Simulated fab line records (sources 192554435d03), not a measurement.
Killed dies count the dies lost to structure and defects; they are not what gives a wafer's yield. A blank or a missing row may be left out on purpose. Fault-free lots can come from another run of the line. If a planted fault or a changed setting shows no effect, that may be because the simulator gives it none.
Split-lot trial | flow n5-finfet | 7 lots, 39 wafers read, on a route of 1938 steps

== SPLIT DETAILS ==
At N5_MOL_CONTACT_COAG_ETCHBACK_135 (etches SiO2 in CHF3, target depth 25 nm, time 16.7 s), the setting time-s was moved away from the recipe's 16.7 s on 15 of the 39 wafers read, by -35.8% to +49.9%. This setting was run at the recipe's value on the other wafers.

== FROM THE SPLIT TO THE READING: what the file shows between them, 1 step ==
- N5_MOL_CONTACT_COAG_STRIP_118: strips in CHF3

== THE READING ==
SOC_of_MOL_CONTACT_COAG_COAT_75.thk-nm (the simulator's own value, which no gauge read), in nm, at N5_MOL_CONTACT_COAG_VIA_ETCH_46 (etches SiO2 in C4F6/O2, target depth 46 nm, overetch 9.2 nm, time 40 s). No usual value for it is given in the file. Across the 24 wafers here that went through the recipe, the average is 50.6 nm and the standard deviation 0.2 nm.

wafer  | tool, chamber at the split | time-s as run, s | against the recipe | SOC_of_MOL_CONTACT_COAG_COAT_75.thk-nm, nm | against lot-mates on the recipe
L076.1 | rie-diel-04, 3             | 16.7             | recipe             | 50.6                                       | -
L076.2 | rie-diel-04, 0             | 16.7             | recipe             | 50.6                                       | -
L076.3 | rie-diel-04, 1             | 19.44            | +16.4%             | 50.4                                       | -0.3
L076.4 | rie-diel-04, 2             | 19.44            | +16.4%             | 50.8                                       | +0.1
L076.5 | rie-diel-04, 1             | 19.44            | +16.4%             | 50.6                                       | -0.1
L076.6 | rie-diel-04, 0             | 16.7             | recipe             | 50.8                                       | -
L077.1 | rie-diel-04, 0,3,1         | 16.7             | recipe             | 50.6                                       | -
L077.2 | rie-diel-04, 2,2,1         | 10.72            | -35.8%             | 52.2                                       | +1.5
L077.3 | rie-diel-04, 0,3,1         | 16.7             | recipe             | 50.8                                       | -
L077.4 | rie-diel-04, 0,3,1         | 16.7             | recipe             | 50.8                                       | -
L077.5 | rie-diel-04, 2,2,1         | 10.72            | -35.8%             | 52                                         | +1.3
L077.6 | rie-diel-04, 2,2,1         | 10.72            | -35.8%             | 52                                         | +1.3
L078.1 | rie-diel-04, 3,1           | 24.18            | +44.8%             | 49.4                                       | -1.3
L078.4 | rie-diel-04, 3,1           | 24.18            | +44.8%             | 49.4                                       | -1.3
L078.2 | rie-diel-04, 0             | 16.7             | recipe             | 50.6                                       | -
L078.3 | rie-diel-04, 2             | 24.18            | +44.8%             | 49.6                                       | -1.1
L078.5 | rie-diel-04, 2,3           | 16.7             | recipe             | 50.8                                       | -
L078.6 | rie-diel-04, 2,3           | 16.7             | recipe             | 50.8                                       | -
L080.3 | rie-diel-05, 2,1           | 16.7             | recipe             | 50.4                                       | -
L080.5 | rie-diel-05, 2             | 16.7             | recipe             | 50.6                                       | -
L080.6 | rie-diel-05, 2,1           | 16.7             | recipe             | 50.6                                       | -
L083.1 | rie-diel-06, 0,3,2,0       | 16.7             | recipe             | 50.6                                       | -
L083.4 | rie-diel-06, 1             | 16.7             | recipe             | 50.6                                       | -
L083.5 | rie-diel-06, 1             | 16.7             | recipe             | 50.6                                       | -
L083.6 | rie-diel-06, 0,3,2,0       | 16.7             | recipe             | 50.6                                       | -
L083.2 | rie-diel-06, 0,3,2,0       | 16.7             | recipe             | 50.2                                       | -
L083.3 | rie-diel-06, 0,3,2,0       | 16.7             | recipe             | 50.2                                       | -
L093.1 | rie-diel-05, 3,0           | 11.75            | -29.6%             | 51.4                                       | +0.5
L093.5 | rie-diel-05, 1             | 11.75            | -29.6%             | 51.4                                       | +0.5
L093.2 | rie-diel-05, 2,1           | 16.7             | recipe             | 50.8                                       | -
L093.3 | rie-diel-05, 2,1           | 16.7             | recipe             | 50.8                                       | -
L093.4 | rie-diel-05, 3,0           | 11.75            | -29.6%             | 51.8                                       | +0.9
L093.6 | rie-diel-05, 0             | 16.7             | recipe             | 51                                         | -
L095.1 | rie-diel-04, 0             | 16.7             | recipe             | 50.2                                       | -
L095.2 | rie-diel-04, 3             | 25.04            | +49.9%             | 49                                         | -1.4
L095.3 | rie-diel-04, 2             | 25.04            | +49.9%             | 49.4                                       | -1.0
L095.6 | rie-diel-04, 2             | 25.04            | +49.9%             | 49.4                                       | -1.0
L095.4 | rie-diel-04, 1,3           | 16.7             | recipe             | 50.4                                       | -
L095.5 | rie-diel-04, 1,3           | 16.7             | recipe             | 50.6                                       | -
Where a row lists several chambers, the file gives one row for several wafers and doesn't say which wafer went through which chamber.

FIT RESULTS
A straight line over all 39 wafers: SOC_of_MOL_CONTACT_COAG_COAT_75.thk-nm changes by -0.0292 nm for each +1% of time-s; r = -0.94; the points scatter about the line by 0.25 nm.
The same after taking each lot's own level away (the mean of its wafers on the recipe; 39 wafers): -0.0266 nm for each +1%; r = -0.95; scatter 0.21 nm.
On that fit, the largest move of time-s shifts the reading by 1.3 nm.
The span of the lots' own levels, 50.40 to 50.87 nm, comes to 2.3 times the standard deviation stated above.
So the lot-to-lot level changes the slope little: the two slopes agree.
Check: with one of the wafers moved furthest among these (+49.9%) left out of the fit, the line predicts -1.25 nm for it against its lot-mates. It came out at -1.4 nm against them.

== THE OTHER SPLITS THESE WAFERS WENT THROUGH ==
Before the reading, these wafers also passed through other splits. Each is held against what the fit with the lots' levels taken away leaves over:
other split on the same wafers     | wafers away from the commonest value | r with SOC_of_MOL_CONTACT_COAG_COAT_75.thk-nm (lot level and that fit taken away)
N5_GATE_CUT_HM_DEP_46 target-thk-a | 12                                   | -0.29

== THE WHOLE CHAIN: every reading that the file lists as answering this split, in the file's order ==
step                             | what it does                                                           | reading                                                                                 | change (the file's fit)                | r (the file's)
N5_MOL_CONTACT_COAG_ETCHBACK_135 | etches SiO2 in CHF3, target depth 25 nm, time 16.7 s                   | SOC_of_MOL_CONTACT_COAG_COAT_75.thk-nm (the simulator's own value, which no gauge read) | -0.0272 nm for each +1% of the setting | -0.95
N5_MOL_CONTACT_COAG_VIA_ETCH_46  | etches SiO2 in C4F6/O2, target depth 46 nm, overetch 9.2 nm, time 40 s | SOC_of_MOL_CONTACT_COAG_COAT_75.thk-nm (the simulator's own value, which no gauge read) | -0.0263 nm for each +1% of the setting | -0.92

== THE FILE'S OWN FIT ==
SOC_of_MOL_CONTACT_COAG_COAT_75.thk-nm changes by -0.0263 nm for each +1% of time-s, r = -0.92.
